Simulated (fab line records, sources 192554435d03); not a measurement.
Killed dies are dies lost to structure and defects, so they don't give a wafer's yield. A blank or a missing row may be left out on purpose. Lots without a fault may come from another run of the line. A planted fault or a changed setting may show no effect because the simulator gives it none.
fab line records | flow n5_finfet
record lots=10 wafers=30 last_day=17
route steps=1938 shown BEOL_M15@1824 MIM_BOT@1832 MIM_TOP_ETCH@1851 TV_OPEN@1887
lots that met no fault: from a run of the same line without faults
start_h: hours from the record's first day to the start of the lot's first wafer shown | wait_h: hours since the lot's step before | " the same as in the row above | L1.1+2: a row that stands for several wafers | - no value, or no start given | * or withheld: withheld | < > ~ a bound
route shown NAME@n: a module of which the file shows steps, and the number in the route of the first | usual: mean/standard deviation of fault-free wafers | same: alike in all rows | chamber/n: place in a boat | sites: the reading at each site | _std_site: their standard deviation | _edge_site: outer sites' mean less inner sites' | radius_mm: how far each site lies from the wafer's centre | mask NAME#n: copy n | behind: the tool/chamber that last shaped the wafer | hold: why the lot was held/for how many hours/how that ended | device: the transistor (n, p or np) that didn't switch | end of line: the same wafers' tests at the end of the route | a step without rows: its recipe alone | killed: dies lost to structure and defects at the first sort, not the wafer's yield | map: a wafer's dies, x killed, . not, _ none there
set.NAME: the setting as run; set.NAME@STEP: as run at that earlier step | model.NAME: the simulator's own value behind a step, which no gauge read
steps of the route over a sample of lots; a table a step, a row a wafer
services: from which hour (start_h, from the record's first day; less than 0 if before it) a tool's chamber was out of use, for how many hours, and why
## steps
# step N5_BEOL_M15_CMP_49
# recipe stop_on=SiO2 t_overpolish_s=4.9 down_force_psi=2 platen_rpm=80 clearing_platen_down_force_psi=2 clearing_platen_rpm=80 post_cmp_clean=cu_alkaline target_thk_nm=850 clearing_platen_pad_velocity_m_s=1.5917 pad_velocity_m_s=1.5917
# usual barrier_field_endpoint_s=11.43/0.27 clearing_platen_rpm=79.99/0.046 motor_current_A=8.3/0.55 overpolish_run_s=4.900/0.0083
# columns lot.wafer tool chamber start_h wait_h barrier_field_endpoint_s clearing_platen_rpm motor_current_A overpolish_run_s
L461.4 cmp-03 0 268.21 0.2 11.53 79.90 7.7 4.915
L461.3 " 1 " " 11.23 79.98 8.2 4.891
L461.1 " 2 " " 11.70 80.02 8.8 4.897
L462.2 cmp-04 1 277.88 0.2 11.53 80.04 8.9 4.906
L462.3 " 0 " " 11.18 79.97 8.0 4.899
L462.5 " 2 " " 11.77 80.05 8.5 4.895
L466.4 cmp-04 0 293.56 0.1 11.26 80.00 7.3 4.886
L466.3 " 3 " " 11.56 80.03 7.9 4.886
L466.5 " 0 " " 11.13 80.02 7.1 4.902
L463.2 cmp-03 0 302.07 0.3 11.52 79.92 7.9 4.889
L463.5 " 1 " " 11.19 80.01 7.7 4.910
L463.6 " 2 " " 11.21 79.99 8.9 4.901
L465.1 cmp-04 3 302.11 0.3 11.76 80.04 7.9 4.904
L465.4 " 1 " " 11.67 79.97 8.2 4.899
L465.3 " 2 " " 11.87 80.03 8.8 4.892
L464.1 cmp-03 0 307.03 0.3 11.49 79.94 7.7 4.898
L464.6 " 3 " " 11.70 80.00 9.0 4.902
L464.5 " 0 " " 11.30 80.01 7.7 4.899
L467.1 cmp-03 0 307.63 0.6 11.50 80.02 7.5 4.904
L467.5 " 1 " " 11.32 80.06 8.1 4.906
L467.6 " 2 " " 11.39 79.97 8.6 4.902
L471.4 cmp-02 0 333.02 0.2 11.37 79.97 8.0 4.890
L471.3 " 1 " " 11.63 79.95 8.4 4.902
L471.2 " 2 " " 11.31 79.99 8.8 4.899
L472.4 cmp-04 2 353.13 0.1 11.27 79.95 9.2 4.900
L472.3 " 0 " " 10.96 80.07 7.3 4.917
L472.1 " 1 " " 11.49 80.04 8.7 4.891
L483.3 cmp-04 2 400.08 0.2 11.27 79.99 8.9 4.907
L483.4 " 3 " " 11.21 80.03 7.9 4.896
L483.6 " 2 " " 11.24 79.90 8.9 4.909
# step N5_MIM_BOT_DEGAS_01
# recipe ambient=vacuum temp_c=300 time_s=60
# usual heater_power_w=488/34 susceptor_temp_C=300.01/0.19
# columns lot.wafer tool chamber start_h wait_h heater_power_w susceptor_temp_C
L461.1 pvd_sputter-02 - 271.11 1.5 524 299.99
L461.3 " - " " 496 300.50
L461.4 " - " " 489 300.14
L462.2 pvd_sputter-03 - 279.85 0.5 476 300.13
L462.3 " - " " 459 300.20
L462.5 " - " " 563 299.91
L466.3 pvd_sputter-01 - 296.76 1.7 455 300.13
L466.4 " - " " 477 300.06
L466.5 " - " " 490 300.12
L463.2 pvd_sputter-01 - 304.54 1.1 447 299.89
L463.5 " - " " 489 300.06
L463.6 " - " " 448 300.11
L465.1 pvd_sputter-01 - 304.86 0.9 456 300.18
L465.3 " - " " 441 299.79
L465.4 " - " " 483 300.24
L464.1 pvd_sputter-03 - 309.10 0.7 442 300.28
L464.5 " - " " 460 300.26
L464.6 " - " " 560 300.15
L467.1 pvd_sputter-03 - 309.30 0.3 459 300.45
L467.5 " - " " 447 300.16
L467.6 " - " " 481 299.90
L471.2 pvd_sputter-02 - 335.24 0.3 480 299.75
L471.3 " - " " 528 299.74
L471.4 " - " " 496 300.02
L472.1 pvd_sputter-03 - 355.14 0.6 472 299.88
L472.3 " - " " 481 300.08
L472.4 " - " " 552 299.89
L483.3 pvd_sputter-01 - 402.82 1.3 473 299.71
L483.4 " - " " 508 300.23
L483.6 " - " " 483 299.75
# step N5_MIM_TOP_ETCH_ETCH_00
# recipe chemistry=Cl2/BCl3 target=TiN target_depth_a=385 ion_energy_ev=150 pressure_mtorr=10 icp_w=1000 bias_w=126 Cl2_flow_sccm=53.25 bcl3_flow_sccm=21.75 Ar_flow_sccm=25
# usual drypump_motor_current_A=5.55/0.28 he_backside_leak_sccm=3.26/0.2 oes_product_au=0.79/0.062 throttle_valve_pct=22.60/0.16
# columns lot.wafer tool chamber start_h wait_h drypump_motor_current_A he_backside_leak_sccm oes_product_au rf_hours_counter_h throttle_valve_pct
L461.1 rie_metal-02 0 272.83 0.1 5.47 3.18 0.75 53 22.42
L461.3 " 1 " " 5.75 3.21 0.87 - 22.75
L461.4 " 0 " " 5.45 3.17 0.75 - 22.42
L462.2 rie_metal-02 0 282.96 0.1 5.46 3.30 0.74 54 22.43
L462.3 " 0 " " 5.46 3.23 0.74 - 22.43
L462.5 " 0 " " 5.45 3.23 0.74 - 22.42
L466.3 rie_metal-02 1 298.73 0.1 5.78 3.00 0.87 - 22.75
L466.4 " 0 " " 5.43 3.26 0.73 - 22.43
L466.5 " 1 " " 5.76 3.24 0.87 - 22.73
L463.2 rie_metal-03 1 306.69 0.1 5.12 3.09 0.88 20 22.42
L463.5 " 1 " " 5.14 3.02 0.88 - 22.43
L463.6 " 0 " " 6.03 3.36 0.72 - 22.69
L465.1 rie_metal-02 0 306.80 0.1 5.51 3.40 0.73 56 22.43
L465.3 " 0 " " 5.50 3.30 0.74 - 22.43
L465.4 " 1 " " 5.79 3.26 0.86 - 22.73
L464.1 rie_metal-02 1 310.48 0.1 5.74 3.23 0.86 15 22.75
L464.5 " 1 " " 5.74 3.26 0.86 - 22.74
L464.6 " 0 " " 5.49 3.11 0.74 - 22.43
L467.1 rie_metal-03 0 312.04 0.1 6.03 3.18 0.73 72 22.67
L467.5 " 0 " " 6.06 3.18 0.72 - 22.67
L467.6 " 1 " " 5.14 3.18 0.87 - 22.43
L471.2 rie_metal-02 0 339.01 0.1 5.46 3.24 0.72 59 22.44
L471.3 " 0 " " 5.48 3.43 0.73 - 22.43
L471.4 " 1 " " 5.76 3.38 0.85 - 22.75
L472.1 rie_metal-03 1 357.16 0.1 5.15 3.08 0.85 26 22.43
L472.3 " 0 " " 6.02 3.18 0.71 - 22.69
L472.4 " 1 " " 5.10 3.93 0.86 - 22.42
L483.3 rie_metal-02 1 404.76 0.1 5.78 3.31 0.83 - 22.77
L483.4 " 0 " " 5.51 3.26 0.72 - 22.45
L483.6 " 0 " " 5.53 3.45 0.72 - 22.45
# step N5_PASSIVATION_PASS_ETCH_74
# recipe chemistry=CF4/O2 target=SiNx target_depth_a=2200 time_s=110 ion_energy_ev=100 pressure_mtorr=40 source_w=535 bias_w=49 Ar_flow_sccm=100 cf4_flow_sccm=100 O2_flow_sccm=10
# usual drypump_motor_current_A=5.5/0.49 oes_product_au=0.74/0.067 rf_vpp_V=240/4.8 showerhead_plenum_p_Torr=2.22/0.087 throttle_valve_pct=16.15/0.23
# columns lot.wafer tool chamber start_h wait_h drypump_motor_current_A oes_product_au rf_hours_counter_h rf_vpp_V showerhead_plenum_p_Torr throttle_valve_pct
L461.1 rie_diel-02 0 276.39 0.0 5.3 0.71 198 239 2.19 16.25
L461.3 " 2 " " 6.0 0.75 141 239 2.04 16.32
L461.4 " 1 " " 4.9 0.68 232 242 2.09 15.78
L462.2 rie_diel-01 1 285.34 0.0 5.8 0.81 69 240 2.31 16.14
L462.3 " 3 " " 5.2 0.75 186 236 2.19 16.26
L462.5 " 1 " " 5.8 0.82 - 242 2.31 16.15
L466.3 rie_diel-03 1 301.30 0.0 5.2 0.69 189 233 2.19 16.28
L466.4 " 2 " " 6.4 0.72 191 247 2.28 15.89
L466.5 " 1 " " 5.2 0.70 - 232 2.19 16.29
L465.1 rie_diel-02 0 309.41 0.0 5.3 0.70 209 240 2.18 16.26
L465.3 " 3 " " 5.6 0.82 94 239 2.31 15.99
L465.4 " 2 " " 6.1 0.75 150 239 2.04 16.34
L463.2 rie_diel-03 2 309.57 0.0 6.4 0.71 194 248 2.27 15.93
L463.5 " 1 " " 5.2 0.70 - 230 2.19 16.28
L463.6 " 2 " " 6.5 0.71 - 247 2.27 15.90
L464.1 rie_diel-02 1 315.62 0.0 4.9 0.67 244 240 2.09 15.81
L464.5 " 0 " " 5.3 0.70 - 240 2.18 16.29
L464.6 " 3 " " 5.6 0.81 - 239 2.31 15.97
L467.1 rie_diel-02 2 316.10 0.0 6.1 0.75 152 239 2.04 16.36
L467.5 " 3 " " 5.6 0.80 - 240 2.31 15.99
L467.6 " 0 " " 5.3 0.70 - 239 2.18 16.27
L471.2 rie_diel-03 0 344.36 0.0 5.3 0.94 227 234 2.19 16.52
L471.3 " 3 " " 5.8 0.72 153 247 2.29 16.12
L471.4 " 3 " " 5.8 0.97 - 247 2.29 16.18
L472.1 rie_diel-01 0 361.35 0.0 6.1 0.67 238 239 2.27 16.24
L472.3 " 3 " " 5.2 0.73 204 237 2.18 16.28
L472.4 " 2 " " 4.8 0.85 68 237 2.31 15.89
L483.3 rie_diel-02 3 407.66 0.0 5.6 0.78 130 240 2.30 16.05
L483.4 " 1 " " 4.9 0.96 13 246 2.34 15.41
L483.6 " 3 " " 5.6 0.78 - 241 2.30 16.04
## services
# columns tool chamber start_h hours kind
cmp-02 - 245.99 3.0 repair
rie_diel-01 - 250.99 1.8 repair
cmp-02 - 263.63 1.8 repair
cmp-04 - 278.18 1.3 repair
rie_metal-02 - 281.58 1.0 repair
pvd_sputter-02 - 285.64 5.0 repair
rie_diel-02 2 286.38 3.2 repair
rie_metal-02 - 293.50 1.4 pm
cmp-02 - 304.06 5.2 repair
cmp-04 - 306.26 4.0 pm
rie_diel-03 3 322.36 15.4 repair
rie_diel-03 1 337.77 14.5 repair
cmp-03 - 338.32 1.5 repair
pvd_sputter-03 - 338.72 1.8 repair
rie_diel-01 - 341.60 14.6 pm
cmp-04 - 343.66 1.1 repair
cmp-04 - 347.88 0.3 repair
cmp-04 - 358.43 2.4 repair
cmp-04 - 375.87 5.4 pm
cmp-03 - 379.91 4.0 pm
rie_diel-03 0 382.92 3.2 repair
rie_diel-03 2 389.57 5.6 repair
pvd_sputter-01 - 400.66 0.8 repair
pvd_sputter-03 - 404.95 2.1 repair
## key
first_sign step=N5_PASSIVATION_PASS_ETCH_74 reading=oes_product_au direction=up sigmas=3.2 usual=0.74 struck=0.95
effect none on later readings
met_at N5_PASSIVATION_PASS_ETCH_74
struck_lots L471
struck_wafers L471.2,L471.4
not_acting_at N5_BEOL_M15_CMP_49,N5_MIM_BOT_DEGAS_01,N5_MIM_TOP_ETCH_ETCH_00
onset_between 309.57 344.36
fault kind=process_parameter_drift tool=rie_diel-03 chamber=- onset_h=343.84 steps=N5_PASSIVATION_PASS_ETCH_74 channel=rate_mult offset=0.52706 shape=step end_h=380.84 scope=struck_wafers_only
